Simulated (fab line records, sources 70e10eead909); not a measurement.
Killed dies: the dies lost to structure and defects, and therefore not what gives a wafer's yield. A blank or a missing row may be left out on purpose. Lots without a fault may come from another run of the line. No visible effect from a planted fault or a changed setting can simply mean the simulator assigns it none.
fab line records    flow nand_harc
record: lots: 14  wafers: 42  last_day: 33
route steps=1302 shown P_M0@274 P_M1@307 P_M2@332
lots with no fault: from the same line, run without faults
start_h: hours from the record's first day to the start of the lot's first wafer shown    wait_h: hours from the lot's prior step to this one    " the same as in the row above    L1.1+2: a single row standing in for several wafers    - no value, or no start was given    * or withheld: withheld    < > ~ a bound
route shown NAME@n: a module of which the file shows steps, and the number in the route of the first    usual: mean and standard deviation over wafers with no fault    same: alike in all rows    chamber/n: place in a boat    sites: per-site readings    _std_site: the standard deviation of these    _edge_site: inner sites' mean taken away from outer sites' mean    radius_mm: how far each site lies from the wafer's centre    mask NAME#n: copy n    behind: the most recent tool/chamber to have shaped the wafer    hold: reason for holding the lot/hours on hold/outcome of the hold    device: whichever transistor did not switch (one of n, p or np)    end of line: the same wafers' tests at the end of the route    step lacking rows: just its recipe    killed: the dies lost at the first sort to structure and to defects; this is not the yield of the wafer    map: the dies of a wafer, with x for killed, . for not killed, _ for no die there
set.NAME: the setting as run; set.NAME@STEP: as run at that earlier step    model.NAME: the simulator's own value behind a step, which no gauge read
route steps across a sampled set of lots; one table per step, one row per wafer
services: the hour from which a tool's chamber was out of use, counted from the record's first day as start_h (under 0 if before that day), plus the number of hours and why
== steps ==
step: NHARC_P_M0_PVD_20
recipe: target_thk_a: 50  bias_v: 168.6  power_w: 15000  chamber_pressure_pa: 0.12  time_s: 8.06  substrate_temp_c: 50  material: TaN
usual: bias_v: 168.4/1.7  throttle_valve_pct: 30.0/0.85
lot.wafer  tool            chamber  start_h  wait_h  bias_v  throttle_valve_pct
L595.3     pvd_sputter-03  -        -        -       170.8   30.3
L595.5     "               -        "        "       169.5   30.3
L595.6     "               -        "        "       169.6   31.1
L597.3     pvd_sputter-02  -        -        -       167.3   28.4
L597.1     "               -        "        "       168.7   29.8
L597.6     "               -        "        "       169.8   29.0
L599.4     pvd_sputter-01  -        -        -       168.4   30.6
L599.2     "               -        "        "       171.4   30.2
L599.6     "               -        "        "       167.3   29.8
L600.1     pvd_sputter-01  -        -        -       165.6   29.7
L600.2     "               -        "        "       166.5   30.4
L600.6     "               -        "        "       169.0   29.5
L602.4     pvd_sputter-03  -        -        -       166.5   30.9
L602.5     "               -        "        "       169.2   31.1
L602.6     "               -        "        "       165.0   28.9
L603.4     pvd_sputter-02  -        -        -       167.5   31.0
L603.2     "               -        "        "       168.4   28.2
L603.6     "               -        "        "       169.2   30.1
L605.3     pvd_sputter-02  -        -        -       169.1   30.8
L605.2     "               -        "        "       170.3   29.8
L605.6     "               -        "        "       168.5   30.9
L607.1     pvd_sputter-02  -        -        -       169.7   28.9
L607.6     "               -        "        "       169.9   28.6
L607.5     "               -        "        "       166.9   31.2
L608.1     pvd_sputter-01  -        -        -       166.4   31.0
L608.3     "               -        "        "       166.6   30.7
L608.4     "               -        "        "       164.9   28.9
L609.4     pvd_sputter-03  -        -        -       168.9   29.7
L609.3     "               -        "        "       170.5   30.8
L609.6     "               -        "        "       165.4   29.2
L610.2     pvd_sputter-01  -        -        -       169.1   31.0
L610.3     "               -        "        "       168.8   30.7
L610.1     "               -        "        "       166.7   29.1
L616.2     pvd_sputter-01  -        -        -       171.3   30.1
L616.3     "               -        "        "       166.4   29.0
L616.6     "               -        "        "       168.9   29.9
L617.2     pvd_sputter-03  -        -        -       168.3   29.1
L617.4     "               -        "        "       167.4   29.9
L617.1     "               -        "        "       166.7   30.8
L618.4     pvd_sputter-01  -        -        -       170.5   29.9
L618.6     "               -        "        "       169.8   30.8
L618.5     "               -        "        "       169.6   29.2
step: NHARC_P_M1_PVD_20
recipe: target_thk_a: 50  bias_v: 168.6  power_w: 15000  chamber_pressure_pa: 0.12  time_s: 8.06  substrate_temp_c: 50  material: TaN
usual: bias_v: 168.9/1.9  throttle_valve_pct: 30.0/0.89
lot.wafer  tool            chamber  start_h  wait_h  bias_v  throttle_valve_pct
L595.3     pvd_sputter-01  -        -        -       169.6   30.7
L595.6     "               -        "        "       170.8   30.7
L595.5     "               -        "        "       170.9   29.8
L597.1     pvd_sputter-03  -        -        -       168.1   29.4
L597.3     "               -        "        "       168.4   30.8
L597.6     "               -        "        "       169.4   29.1
L599.4     pvd_sputter-03  -        -        -       168.6   31.1
L599.2     "               -        "        "       167.6   30.9
L599.6     "               -        "        "       167.9   31.0
L600.1     pvd_sputter-02  -        -        -       171.5   29.0
L600.2     "               -        "        "       166.5   29.9
L600.6     "               -        "        "       172.1   30.9
L602.4     pvd_sputter-01  -        -        -       169.4   30.2
L602.6     "               -        "        "       169.7   30.4
L602.5     "               -        "        "       172.6   30.6
L603.4     pvd_sputter-01  -        -        -       168.6   30.4
L603.2     "               -        "        "       163.5   29.4
L603.6     "               -        "        "       168.1   30.9
L605.3     pvd_sputter-02  -        -        -       169.9   28.7
L605.2     "               -        "        "       167.6   31.1
L605.6     "               -        "        "       165.9   30.4
L607.1     pvd_sputter-03  -        -        -       169.6   31.4
L607.6     "               -        "        "       168.2   30.0
L607.5     "               -        "        "       167.4   30.5
L608.4     pvd_sputter-02  -        -        -       168.5   28.8
L608.3     "               -        "        "       170.5   28.4
L608.1     "               -        "        "       167.8   29.6
L609.3     pvd_sputter-01  -        -        -       171.5   29.2
L609.4     "               -        "        "       169.3   30.6
L609.6     "               -        "        "       170.2   30.9
L610.1     pvd_sputter-02  -        -        -       167.6   28.8
L610.2     "               -        "        "       170.5   30.9
L610.3     "               -        "        "       170.1   29.6
L616.2     pvd_sputter-01  -        -        -       171.0   31.0
L616.3     "               -        "        "       167.4   30.1
L616.6     "               -        "        "       169.1   30.3
L617.4     pvd_sputter-01  -        -        -       170.0   31.3
L617.2     "               -        "        "       167.0   30.1
L617.1     "               -        "        "       164.9   28.8
L618.4     pvd_sputter-02  -        -        -       170.1   30.6
L618.6     "               -        "        "       169.3   28.3
L618.5     "               -        "        "       171.4   31.2
step: NHARC_P_M1_DEP_33
recipe: target_thk_a: 300  temp_c: 370  target_thk_nm: 30  pressure_torr: 3  flow_sccm: 200  rf_w: 450  material: SiCN
usual: chamber_pressure_Torr: 3.000/0.0067  heater_power_outer_w: 355/68  heater_power_w: 585/92  showerhead_vpp_V: 1302/55
lot.wafer  tool      chamber  start_h  wait_h  chamber_pressure_Torr  heater_power_outer_w  heater_power_w  showerhead_vpp_V
L595.3     pecvd-02  2        127.66   0.1     3.003                  418                   668             1257
L595.5     "         1        "        "       2.994                  378                   556             1260
L595.6     "         2        "        "       2.996                  421                   672             1266
L597.1     pecvd-02  2        147.44   0.1     2.995                  408                   651             1259
L597.3     "         0        "        "       3.001                  230                   412             1259
L597.6     "         2        "        "       3.006                  403                   656             1256
L599.2     pecvd-03  1        167.52   0.1     3.000                  321                   623             1350
L599.6     "         2        "        "       3.000                  283                   492             1395
L599.4     "         0        "        "       3.002                  366                   655             1324
L600.1     pecvd-03  1        174.87   0.1     2.999                  360                   655             1383
L600.2     "         0        "        "       2.998                  384                   670             1314
L600.6     "         0        "        "       2.994                  373                   698             1333
L602.4     pecvd-01  1        201.13   0.2     2.994                  420                   688             1365
L602.5     "         2        "        "       3.001                  371                   601             1395
L602.6     "         0        "        "       2.999                  451                   653             1240
L603.2     pecvd-02  0        209.49   0.1     2.993                  276                   463             1252
L603.4     "         1        "        "       3.002                  411                   612             1267
L603.6     "         2        "        "       3.000                  418                   663             1260
L605.3     pecvd-03  0        229.26   0.1     3.007                  377                   669             1323
L605.2     "         1        "        "       2.993                  346                   647             1377
L605.6     "         1        "        "       3.008                  350                   649             1332
L607.1     pecvd-02  0        246.07   0.1     2.998                  246                   418             1244
L607.5     "         2        "        "       3.005                  438                   683             1261
L607.6     "         0        "        "       2.995                  238                   429             1274
L608.3     pecvd-03  1        253.29   0.1     -                      -                     -               -
L608.1     "         2        "        "       -                      -                     -               -
L608.4     "         0        "        "       -                      -                     -               -
L609.3     pecvd-03  1        279.01   0.1     -                      -                     -               -
L609.4     "         0        "        "       -                      -                     -               -
L609.6     "         1        "        "       -                      -                     -               -
L610.2     pecvd-01  1        279.29   0.1     3.006                  426                   684             1347
L610.1     "         2        "        "       2.999                  390                   661             1392
L610.3     "         0        "        "       2.996                  458                   705             1254
L616.3     pecvd-02  1        345.32   0.1     3.000                  428                   632             1290
L616.2     "         2        "        "       2.998                  366                   619             1273
L616.6     "         0        "        "       2.998                  311                   497             1256
L617.1     pecvd-01  2        349.96   0.1     3.001                  340                   575             1407
L617.2     "         0        "        "       2.983                  476                   674             1259
L617.4     "         2        "        "       2.990                  337                   554             1406
L618.4     pecvd-03  0        351.32   0.2     3.016                  358                   626             1306
L618.5     "         1        "        "       3.002                  343                   661             1359
L618.6     "         2        "        "       3.000                  251                   464             1400
step: NHARC_P_M2_ETCH_35
recipe: target_depth_a: 400  overetch_a: 120  time_s: 43.94  ion_energy_ev: 200  n2_flow_sccm: 150  h2_flow_sccm: 150  ar_flow_sccm: 0  rf_w: 400  bias_w: 150  chemistry: N2/H2
usual: drypump_motor_current_A: 5.7/0.52  oes_product_au: 0.995/0.017  rf_vpp_V: 431.4/2.8  showerhead_plenum_p_Torr: 2.07/0.096  throttle_valve_pct: 14.172/0.0096
lot.wafer  tool         chamber  start_h  wait_h  drypump_motor_current_A  oes_product_au  rf_hours_counter_h  rf_vpp_V  showerhead_plenum_p_Torr  throttle_valve_pct
L595.3     rie_diel-07  3        129.08   0.1     5.6                      0.982           0                   431.2     2.00                      14.157
L595.6     "            1        "        "       5.0                      0.990           -                   434.8     2.16                      14.175
L595.5     "            2        "        "       5.7                      1.014           -                   428.0     1.90                      14.158
L597.3     rie_diel-13  3        148.95   0.1     6.2                      1.020           11                  429.7     1.98                      14.158
L597.1     "            1        "        "       4.9                      1.013           7                   434.2     2.17                      14.182
L597.6     "            3        "        "       6.2                      1.011           -                   429.1     1.98                      14.170
L599.4     rie_diel-09  3        168.95   0.1     5.7                      0.976           1                   435.4     2.20                      14.182
L599.2     "            1        "        "       5.9                      0.997           0                   433.5     2.13                      14.165
L599.6     "            3        "        "       5.7                      0.964           -                   436.5     2.20                      14.165
L600.1     rie_diel-13  1        176.39   0.1     4.9                      0.984           0                   433.8     2.17                      14.159
L600.2     "            3        "        "       6.2                      1.018           0                   428.6     1.98                      14.174
L600.6     "            0        "        "       5.7                      1.001           -                   430.2     2.03                      14.166
L602.4     rie_diel-07  3        202.53   0.1     5.7                      0.985           3                   429.3     2.00                      14.185
L602.5     "            0        "        "       6.5                      0.990           -                   427.4     1.98                      14.164
L602.6     "            1        "        "       5.0                      0.992           -                   434.7     2.15                      14.174
L603.2     rie_diel-13  3        210.92   0.1     6.2                      1.019           3                   430.1     1.98                      14.169
L603.4     "            1        "        "       4.9                      1.001           3                   434.3     2.17                      14.180
L603.6     "            3        "        "       6.2                      1.033           -                   429.0     1.98                      14.171
L605.3     rie_diel-13  3        230.75   0.1     6.2                      1.018           5                   427.8     1.98                      14.179
L605.2     "            1        "        "       5.0                      0.994           5                   434.0     2.17                      14.173
L605.6     "            0        "        "       5.7                      1.000           -                   429.4     2.03                      14.182
L607.1     rie_diel-07  1        247.37   0.1     5.0                      0.992           5                   434.0     2.15                      14.173
L607.5     "            1        "        "       5.0                      1.008           -                   434.0     2.15                      14.176
L607.6     "            2        "        "       5.7                      1.017           -                   426.6     1.89                      14.171
L608.1     rie_diel-09  1        254.64   0.1     5.9                      1.005           4                   431.4     2.13                      14.189
L608.3     "            2        "        "       5.2                      0.978           4                   434.9     2.19                      14.196
L608.4     "            3        "        "       5.8                      0.982           5                   435.8     2.20                      14.158
L609.3     rie_diel-07  0        280.46   0.1     6.5                      0.986           7                   429.6     1.98                      14.180
L609.4     "            1        "        "       5.0                      0.994           6                   433.4     2.15                      14.167
L609.6     "            3        "        "       5.6                      0.961           -                   428.9     1.99                      14.169
L610.3     rie_diel-13  0        280.82   0.1     5.7                      1.015           9                   432.9     2.03                      14.158
L610.2     "            1        "        "       4.9                      1.012           9                   433.5     2.17                      14.169
L610.1     "            2        "        "       6.5                      1.018           5                   432.9     2.15                      14.167
L616.2     rie_diel-07  1        346.87   0.1     5.0                      0.991           2                   433.6     2.15                      14.175
L616.3     "            2        "        "       5.7                      0.993           2                   426.5     1.89                      14.181
L616.6     "            1        "        "       5.0                      0.977           -                   433.1     2.15                      14.178
L617.1     rie_diel-13  0        351.49   0.1     5.7                      1.012           0                   429.5     2.03                      14.187
L617.2     "            3        "        "       6.2                      0.999           0                   428.9     1.98                      14.186
L617.4     "            2        "        "       6.6                      1.010           -                   433.6     2.14                      14.174
L618.4     rie_diel-07  2        352.60   0.1     5.6                      0.995           2                   425.8     1.89                      14.180
L618.5     "            0        "        "       6.5                      1.000           -                   428.3     1.98                      14.156
L618.6     "            1        "        "       5.0                      0.981           -                   434.3     2.15                      14.164
== services ==
tool            chamber  start_h  hours  kind
pvd_sputter-02  -        104.00   10.0   pm
rie_diel-07     -        117.20   9.0    pm
rie_diel-13     1        120.04   4.3    repair
pecvd-03        -        122.59   0.4    repair
rie_diel-13     0        125.28   4.0    repair
rie_diel-13     0        134.27   2.6    repair
pvd_sputter-02  -        150.67   3.3    repair
pvd_sputter-01  -        163.90   2.9    repair
rie_diel-13     -        165.00   9.0    pm
pvd_sputter-02  -        167.45   1.8    repair
pvd_sputter-03  -        170.00   10.0   pm
pecvd-03        0        183.99   2.0    repair
pecvd-03        -        185.74   13.0   pm
rie_diel-07     0        189.96   4.2    repair
pvd_sputter-01  -        201.00   6.2    repair
pecvd-03        -        211.65   1.2    repair
rie_diel-13     2        220.15   34.9   repair
pvd_sputter-01  -        225.78   6.6    repair
rie_diel-13     3        236.14   2.6    repair
pvd_sputter-01  -        255.64   2.1    repair
pvd_sputter-02  -        282.04   10.0   pm
pvd_sputter-02  -        294.27   8.7    repair
pvd_sputter-03  -        336.67   5.7    repair
pvd_sputter-03  -        348.00   10.0   pm
== key ==
first_sign: step: NHARC_P_M1_DEP_33  reading: tool_record  direction: missing
effect none on later readings
met_at NHARC_P_M1_DEP_33
struck_lots L608,L609
sort_left_out L608.1,L608.3,L608.4,L609.3,L609.4,L609.6
not_acting_at NHARC_P_M0_PVD_20,NHARC_P_M1_PVD_20,NHARC_P_M2_ETCH_35
onset_between 229.26 253.29
fault: kind: skipped_step_whole  tool: pecvd-03  chamber: -  onset_h: 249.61  steps: NHARC_P_M1_DEP_33  scope: struck_lots_only
sort_left_out: the simulated sort isn't trusted on such a fault, so these wafers' sort isn't shown, and their yield isn't known
